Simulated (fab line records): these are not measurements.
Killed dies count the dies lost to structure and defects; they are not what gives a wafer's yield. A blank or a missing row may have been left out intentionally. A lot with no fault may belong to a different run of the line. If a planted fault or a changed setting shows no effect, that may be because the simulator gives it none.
Matching of chambers -- flow n5_finfet -- 4 sister chambers for N5_FIN_SAQP_ETCH_52 on rie_diel-04
The step etches SOC in N2/H2, target depth 100 nm, overetch 20 nm, time 150 s. 14 wafers are shown with their chamber, then 7 later ones without.

WAFERS, EACH WITH ITS CHAMBER
wafer,chamber,showerhead_plenum_p_Torr (Torr),drypump_motor_current_A (A),rf_vpp_V (V)
L081.2,1,2.49,5.9,522
L081.3,3,2.46,5.0,521
L081.6,3,2.46,5.0,520
L086.1,0,2.73,5.6,528
L086.4,1,2.49,5.9,524
L086.5,2,2.68,5.1,527
L087.1,2,2.68,5.1,529
L087.4,1,2.49,5.8,524
L087.5,3,2.46,5.0,521
L089.3,2,2.67,5.1,529
L089.4,0,2.72,5.5,529
L089.6,3,2.45,5.0,520
L090.4,0,2.72,5.6,527
L090.5,2,2.67,5.1,528

SIGNATURES (averages over the wafers above)
reading,chamber 0,chamber 1,chamber 2,chamber 3,scatter within a chamber
showerhead_plenum_p_Torr,2.7233,2.4900,2.6750,2.4575,0.00492
drypump_motor_current_A,5.567,5.867,5.100,5.000,0.0365
rf_vpp_V,528.00,523.33,528.25,520.50,0.917
Rule: for each reading, subtract the chamber's mean from the wafer's reading, divide by that reading's scatter and square the result; add these up over the readings and take the root, which gives the wafer's distance from the chamber. The wafer belongs to the nearest chamber; if the next one is less than 2 further off, it can't be placed. The scatter: take each reading less its chamber's mean, square it, sum over the shown wafers, divide by the number of wafers less the number of chambers, and take the root.

WAFERS WHOSE CHAMBER IS MISSING
wafer,showerhead_plenum_p_Torr (Torr),drypump_motor_current_A (A),rf_vpp_V (V)
L090.6,2.49,5.8,524
L093.1,2.67,5.1,527
L093.5,2.67,5.1,528
L093.6,2.48,5.9,523
L095.1,2.48,5.8,521
L095.3,2.45,5.0,521
L095.5,2.48,5.8,523

CHAMBER TAKEN BY EACH
wafer,from the rows above,in truth
L090.6,1,1
L093.1,2,2
L093.5,2,2
L093.6,1,1
L095.1,1,1
L095.3,3,3
L095.5,1,1
Correct placement for 7 of the 7. Number that these rows cannot place: 0. Wrongly placed: 0.
